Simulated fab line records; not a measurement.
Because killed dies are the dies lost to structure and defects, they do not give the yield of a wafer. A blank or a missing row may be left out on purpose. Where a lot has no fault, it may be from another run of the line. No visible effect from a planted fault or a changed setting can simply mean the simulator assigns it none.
fab line records :: flow n5-finfet
record:
  lots: 4
  wafers: 12
  last-day: 17
route steps=1938 shown BEOL_M8@1392 BEOL_M9@1401 PASSIVATION@1936
lots that met no fault: taken from a fault-free run of the same line
start-h: hours from the record's first day to the start of the lot's first wafer shown :: wait-h: hours since the lot's step before :: " as in the row above :: L1.1+2: a single row standing in for several wafers :: - no value, or no start given :: * or withheld: withheld :: < > ~ a bound
route shown NAME@n: NAME is a module with steps in the file, n the number in the route of the first one :: usual: mean and standard deviation over wafers with no fault :: same: alike in all rows :: chamber/n: place in a boat :: sites: the reading at each site :: _std_site: how widely they spread, as a standard deviation :: _edge_site: mean of outer sites minus mean of inner sites :: radius-mm: how far each site lies from the wafer's centre :: mask NAME#n: copy n :: behind: the last tool/chamber to shape the wafer :: hold: why the lot went on hold/how many hours it stayed there/how the hold came to an end :: device: the transistor (n, p or np) that didn't switch :: end of line: at the end of the route, the tests of the same wafers :: a step given without rows: its recipe and nothing more :: killed: count of dies lost to structure and defects at first sort (not the wafer's yield) :: map: a wafer's dies, marking killed ones x, the rest . and places with no die _
set.NAME: the setting as run; set.NAME@STEP: as run at that earlier step :: model.NAME: the simulator's own value behind a step, which no gauge read
lots at some steps of the route; a table a step, a row a wafer
services: from which hour (start-h, from the record's first day; less than 0 if before it) a tool's chamber was out of use, for how many hours, and why
== steps ==
step: N5_BEOL_M8_SPUTTER_48
recipe:
  material: Cu
  target-thk-a: 100
  temp-c: -20
  bias-v: 60
  power-w: 26000
  chamber-pressure-pa: 0.13
  time-s: 1.667
step: N5_BEOL_M8_ECD_50
recipe:
  material: Cu
  target-thk-a: 3000
step: N5_BEOL_M8_ANNEAL_51
recipe:
  temp-c: 225
  time-s: 90
  ambient: N2
step: N5_BEOL_M8_CMP_52
recipe:
  stop-on: SiCOH_lowk
  t-overpolish-s: 6.9
  down-force-psi: 1
  platen-rpm: 50
  clearing-platen-down-force-psi: 1.5
  clearing-platen-rpm: 50
  post-cmp-clean: cu-alkaline
  target-thk-nm: 80
  clearing-platen-pad-velocity-m-s: 0.99484
  pad-velocity-m-s: 0.99484
step: N5_BEOL_M8_PRE_CLEAN_55
recipe:
  gas: NH3
  time-s: 15
  temp-c: withheld
  rf-power-w: 300
step: N5_BEOL_M8_DEP_56
recipe:
  material: SiCN
  target-thk-a: 100
  temp-c: withheld
  precursor: 3MS/NH3
  pressure-torr: 3
  rf-w: 202
  time-s: 17.5
step: N5_BEOL_M9_ILD_DEP_00
recipe:
  material: SiCOH_lowk
  target-thk-a: 3085.1
  temp-c: 300
  precursor: DEMS/porogen
  pressure-torr: 5
  rf-w: 500
  time-s: 58
step: N5_BEOL_M9_CURE_71
recipe:
  temp-c: 385
  time-s: 240
  ambient: He/Ar
  material: SiCOH_lowk
step: N5_BEOL_M9_PECVD_70
recipe:
  material: SiO2
  target-thk-a: 200
  temp-c: 400
  precursor: TEOS/O2
  pressure-torr: 5.5
  rf-w: 450
  teos-flow-sccm: 53.8
  gas: O2
  flow-sccm: 3000
  time-s: 22.7
usual:
  heater-power-w: 680/83
  showerhead-plenum-p-Torr: 8.76/0.054
  susceptor-temp-C: 399.97/0.22
  throttle-valve-pct: 22.4/1.5
lot.wafer: L966.4
tool: pecvd-02
chamber: 2
start-h: 270.84
wait-h: 0.1
heater-power-w: 609
showerhead-plenum-p-Torr: 8.73
susceptor-temp-C: 393.51
throttle-valve-pct: 22.5
model.SiO2_of_BEOL_M9_PECVD_70.thk-nm: 21.2

lot.wafer: L966.5
tool: pecvd-02
chamber: 0
start-h: 270.84
wait-h: 0.1
heater-power-w: 669
showerhead-plenum-p-Torr: 8.73
susceptor-temp-C: 399.92
throttle-valve-pct: 20.8
model.SiO2_of_BEOL_M9_PECVD_70.thk-nm: 20.2

lot.wafer: L966.6
tool: pecvd-02
chamber: 1
start-h: 270.84
wait-h: 0.1
heater-power-w: 655
showerhead-plenum-p-Torr: 8.76
susceptor-temp-C: 400.19
throttle-valve-pct: 23.0
model.SiO2_of_BEOL_M9_PECVD_70.thk-nm: 20

lot.wafer: L967.1
tool: pecvd-02
chamber: 0
start-h: 271.41
wait-h: 0.0
heater-power-w: 640
showerhead-plenum-p-Torr: 8.72
susceptor-temp-C: 399.70
throttle-valve-pct: 20.9
model.SiO2_of_BEOL_M9_PECVD_70.thk-nm: 20

lot.wafer: L967.2
tool: pecvd-02
chamber: 1
start-h: 271.41
wait-h: 0.0
heater-power-w: 701
showerhead-plenum-p-Torr: 8.78
susceptor-temp-C: 399.95
throttle-valve-pct: 22.9
model.SiO2_of_BEOL_M9_PECVD_70.thk-nm: 19.8

lot.wafer: L967.3
tool: pecvd-02
chamber: 2
start-h: 271.41
wait-h: 0.0
heater-power-w: 539
showerhead-plenum-p-Torr: 8.71
susceptor-temp-C: 393.67
throttle-valve-pct: 22.4
model.SiO2_of_BEOL_M9_PECVD_70.thk-nm: 21

lot.wafer: L977.3
tool: pecvd-04
chamber: 0
start-h: 323.53
wait-h: 0.0
heater-power-w: 723
showerhead-plenum-p-Torr: 8.78
susceptor-temp-C: 399.78
throttle-valve-pct: 23.8
model.SiO2_of_BEOL_M9_PECVD_70.thk-nm: 19.6

lot.wafer: L977.4
tool: pecvd-04
chamber: 2
start-h: 323.53
wait-h: 0.0
heater-power-w: 681
showerhead-plenum-p-Torr: 8.74
susceptor-temp-C: 400.16
throttle-valve-pct: 20.7
model.SiO2_of_BEOL_M9_PECVD_70.thk-nm: 20.2

lot.wafer: L977.5
tool: pecvd-04
chamber: 1
start-h: 323.53
wait-h: 0.0
heater-power-w: 814
showerhead-plenum-p-Torr: 8.79
susceptor-temp-C: 399.97
throttle-valve-pct: 25.7
model.SiO2_of_BEOL_M9_PECVD_70.thk-nm: 20

lot.wafer: L979.2
tool: pecvd-02
chamber: 2
start-h: 348.08
wait-h: 0.0
heater-power-w: 630
showerhead-plenum-p-Torr: 8.72
susceptor-temp-C: 399.86
throttle-valve-pct: 22.2
model.SiO2_of_BEOL_M9_PECVD_70.thk-nm: 20.2

lot.wafer: L979.4
tool: pecvd-02
chamber: 0
start-h: 348.08
wait-h: 0.0
heater-power-w: 703
showerhead-plenum-p-Torr: 8.75
susceptor-temp-C: 399.96
throttle-valve-pct: 20.9
model.SiO2_of_BEOL_M9_PECVD_70.thk-nm: 20.2

lot.wafer: L979.6
tool: pecvd-02
chamber: 2
start-h: 348.08
wait-h: 0.0
heater-power-w: 623
showerhead-plenum-p-Torr: 8.69
susceptor-temp-C: 399.58
throttle-valve-pct: 22.7
model.SiO2_of_BEOL_M9_PECVD_70.thk-nm: 20.8
step: N5_BEOL_M9_HM_DEP_02
recipe:
  material: TiN
  target-thk-a: 200
  temp-c: 25
  chamber-pressure-pa: 0.49996
step: N5_BEOL_M9_COAT_59
recipe:
  resist: SOC
  temp-c: 250
  time-s: 60
  spin-rpm: 1500
  resist-thk-nm: 100
step: N5_BEOL_M9_COAT_60
recipe:
  resist: SiARC
  temp-c: 220
  time-s: 60
  spin-rpm: 1500
  resist-thk-nm: 30
step: N5_BEOL_M9_COAT_05
recipe:
  resist: CAR-ArF
  spin-rpm: 1500
  resist-thk-nm: 90
step: N5_BEOL_M9_EBR_07
recipe:
  solvent: PGMEA
  ebr-width-mm: 1.5
step: N5_BEOL_M9_SOFTBAKE_06
recipe:
  temp-c: 110
  time-s: 60
  resist: CAR-ArF
step: N5_BEOL_M9_EXPOSE_08
recipe:
  mask-id: M9
  na: 1.35
  source-shape: dipole
  sigma-inner: 0.411
  sigma-outer: 0.611
  polarization: te
  dose-mj: 53.75
step: N5_BEOL_M9_PEB_09
recipe:
  peb-temp-c: withheld
  peb-time-s: 60
  resist: CAR-ArF
step: N5_BEOL_M9_DEVELOP_10
recipe:
  develop-time-s: 30
  developer: TMAH
  resist: CAR-ArF
  rinse-liquid: diw
  dry: air-spin
  dev-temp-c: 23
step: N5_BEOL_M9_DESCUM_16
recipe:
  chemistry: O2
  time-s: 7.9
  source-power-w: 50
  bias-power-w: 20
  pressure-mtorr: 20
  rf-frequency-hz: 2.712e+07
  temp-c: 40
  resist: CAR-ArF
  o2-flow-sccm: 225
step: N5_BEOL_M9_ETCH_61
recipe:
  chemistry: CF4
  target: SiARC
  target-depth-a: 390
  mask-material: CAR-ArF
  time-s: 65
  ion-energy-ev: 80
  pressure-mtorr: 40
  source-w: 545
  bias-w: 36
  Ar_flow_sccm: 100
  cf4-flow-sccm: 100
  ends: cleared
step: N5_BEOL_M9_ETCH_62
recipe:
  chemistry: N2/H2
  target: SOC
  target-depth-a: 1100
  overetch-a: 220
  mask-material: SiARC
  temp-c: 40
  time-s: 165
  ion-energy-ev: 200
  pressure-mtorr: 30
  source-w: 840
  bias-w: 150
  n2-flow-sccm: 200
  h2-flow-sccm: 200
step: N5_BEOL_M9_STRIP_68
recipe:
  chemistry: N2/H2
  temp-c: 40
  n2-flow-sccm: 200
  h2-flow-sccm: 200
  rf-frequency-hz: 6e+07
step: N5_BEOL_M9_STRIP_67
recipe:
  chemistry: CF4
  resist: SiARC
  power-w: 300
  bias-power-w: 75
  pressure-mtorr: 50
  cf4-flow-sccm: 150
  rf-frequency-hz: 6e+07
step: N5_BEOL_M9_HM_OPEN_17
recipe:
  chemistry: Cl2/BCl3
  target-depth-a: 200
  overetch-a: 60
  target: TiN
  mask-material: SOC
  ion-energy-ev: 150
  pressure-mtorr: 10
  icp-w: 1000
  bias-w: 126
  Cl2_flow_sccm: 53.25
  bcl3-flow-sccm: 21.75
  Ar_flow_sccm: 25
step: N5_BEOL_M9_STRIP_19
recipe:
  chemistry: O2
  power-w: 400
  temp-c: 40
  pressure-mtorr: 30
  rf-frequency-hz: 6e+07
  bias-power-w: 0
  overash-fraction: 0.2
  o2-flow-sccm: 225
step: N5_BEOL_M9_COAT_63
recipe:
  resist: SOC
  temp-c: 250
  time-s: 60
  spin-rpm: 1500
  resist-thk-nm: 60
step: N5_BEOL_M9_COAT_64
recipe:
  resist: SiARC
  temp-c: 220
  time-s: 60
  spin-rpm: 1500
  resist-thk-nm: 12
step: N5_BEOL_M9_COAT_75
recipe:
  resist: underlayer
  temp-c: 205
  time-s: 60
  spin-rpm: 1500
  resist-thk-nm: 5
step: N5_BEOL_M9_COAT_22
recipe:
  resist: CAR-EUV
  spin-rpm: 1500
  resist-thk-nm: 30
step: N5_BEOL_M9_EBR_24
recipe:
  solvent: PGMEA
  ebr-width-mm: 1.5
step: N5_BEOL_M9_SOFTBAKE_23
recipe:
  temp-c: 110
  time-s: 60
  resist: CAR-EUV
step: N5_BEOL_M9_EXPOSE_25
recipe:
  mask-id: V8
  na: 0.33
  source-shape: annular
  sigma-inner: 0.4
  sigma-outer: 0.8
  polarization: unpolarized
  dose-mj: 37.25
step: N5_BEOL_M9_PEB_26
recipe:
  peb-temp-c: 100
  peb-time-s: 60
  resist: CAR-EUV
step: N5_BEOL_M9_DEVELOP_27
recipe:
  develop-time-s: 30
  developer: TMAH
  resist: CAR-EUV
  rinse-liquid: surfactant-rinse
  dry: air-spin
  dev-temp-c: 23
step: N5_BEOL_M9_HM_STRIP_39
recipe:
  chemistry: peroxide-tin-strip
  material: TiN
  target-depth-a: 250
  temp-c: 50
  time-s: 158
lot.wafer: L966.4
tool: wet-bench-02
chamber: 5
start-h: 276.03
wait-h: 0.0
model.SiO2_of_BEOL_M9_PECVD_70.thk-nm: 21

lot.wafer: L966.5
tool: wet-bench-02
chamber: 1
start-h: 276.03
wait-h: 0.0
model.SiO2_of_BEOL_M9_PECVD_70.thk-nm: 20

lot.wafer: L966.6
tool: wet-bench-02
chamber: 4
start-h: 276.03
wait-h: 0.0
model.SiO2_of_BEOL_M9_PECVD_70.thk-nm: 19.8

lot.wafer: L967.1+2
tool: wet-bench-01
chamber: 3,1
start-h: 276.30
wait-h: 0.0
model.SiO2_of_BEOL_M9_PECVD_70.thk-nm: 19.8

lot.wafer: L967.3
tool: wet-bench-01
chamber: 7
start-h: 276.30
wait-h: 0.0
model.SiO2_of_BEOL_M9_PECVD_70.thk-nm: 20.8

lot.wafer: L977.3
tool: wet-bench-01
chamber: 7
start-h: 326.66
wait-h: 0.0
model.SiO2_of_BEOL_M9_PECVD_70.thk-nm: 19.4

lot.wafer: L977.4
tool: wet-bench-01
chamber: 2
start-h: 326.66
wait-h: 0.0
model.SiO2_of_BEOL_M9_PECVD_70.thk-nm: 20

lot.wafer: L977.5
tool: wet-bench-01
chamber: 1
start-h: 326.66
wait-h: 0.0
model.SiO2_of_BEOL_M9_PECVD_70.thk-nm: 19.8

lot.wafer: L979.2
tool: wet-bench-01
chamber: 2
start-h: 351.16
wait-h: 0.0
model.SiO2_of_BEOL_M9_PECVD_70.thk-nm: 20

lot.wafer: L979.4
tool: wet-bench-01
chamber: 3
start-h: 351.16
wait-h: 0.0
model.SiO2_of_BEOL_M9_PECVD_70.thk-nm: 20.2

lot.wafer: L979.6
tool: wet-bench-01
chamber: 1
start-h: 351.16
wait-h: 0.0
model.SiO2_of_BEOL_M9_PECVD_70.thk-nm: 20.6
step: N5_PASSIVATION_PROBE_49
usual:
  defect-limited-yield: 91.6/1.4
  killed_at_M0_to_M3: 32/9.5
  killed_at_M4_up: 13/6
  killed-at-contacts: 12/5.6
  killed-at-front-end: 39/11
  killed-at-other: 2.8/2.3
  killed-dies: 99/16
  killed-open: 65/12
  killed-short: 32/7.6
  sort_bin_5_function: 4.8/0.88
  sort_bin_6_memory: 3.2/0.65
  sort_bin_8_speed: 0.2/2
  sort-n-pass: 1077/29
  sort-yield-pct: 91.2/2.5
same:
  gross-dies: 1180
  killed-at-back-side: 0
  sort_bin_4_leakage[%]: 0
lot.wafer: L966.6
tool: prober-02
chamber: -
start-h: 333.83
wait-h: 0.3
defect-limited-yield[%]: 93.1
killed_at_M0_to_M3: 31
killed_at_M4_up: 14
killed-at-contacts: 13
killed-at-front-end: 18
killed-at-other: 6
killed-dies: 82
killed-open: 56
killed-short: 25
sort_bin_5_function[%]: 4.4
sort_bin_6_memory[%]: 2.4
sort_bin_8_speed[%]: 0
sort-n-pass: 1098
sort-yield-pct[%]: 93.1
killed by level:class
L966.6 MOL_CONTACT_COAG:geometric-particle:open=10 BEOL_M3:geometric-particle:open=10 BEOL_M0_SAQP:geometric-particle:short=8 BEOL_M0_SAQP:geometric-particle:open=7 FIN_SAQP:geometric-particle:open=4 ILD0:geometric-particle:open=4 MOL_CONTACT_COAG:geometric-particle:short=3 BEOL_M2:geometric-particle:open=3
== services ==
tool: pecvd-02
chamber: 1
start-h: 277.24
hours: 2.1
kind: scheduled-down

tool: pecvd-02
chamber: 1
start-h: 292.04
hours: 5.5
kind: scheduled-down

tool: pecvd-02
chamber: 2
start-h: 305.72
hours: 2.1
kind: scheduled-down

tool: pecvd-02
chamber: 0
start-h: 312.96
hours: 5.5
kind: scheduled-down

tool: pecvd-02
chamber: 0
start-h: 330.75
hours: 2.1
kind: scheduled-down

tool: pecvd-04
chamber: -
start-h: 331.13
hours: 1.0
kind: repair
== key ==
first-sign:
  step: N5_BEOL_M9_PECVD_70
  reading: susceptor-temp-C
  direction: down
  sigmas: 29
  usual: *
  struck: *
effect none on later readings
model-effect:
  step: N5_BEOL_M9_PECVD_70
  value: SiO2_of_BEOL_M9_PECVD_70.thk-nm
  without: 20.3
  struck: 21.1
model-effect:
  step: N5_BEOL_M9_HM_STRIP_39
  value: SiO2_of_BEOL_M9_PECVD_70.thk-nm
  without: 20.1
  struck: 20.9
met-at N5_BEOL_M9_PECVD_70
struck-wafers L966.4,L967.3
fault:
  kind: process-parameter-drift
  tool: pecvd-02
  chamber: 2
  onset-h: 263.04
  steps: N5_BEOL_M9_PECVD_70
  channel: temp-c
  offset: *
  shape: step
  end-h: 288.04
  acts-in: *
  stated: *
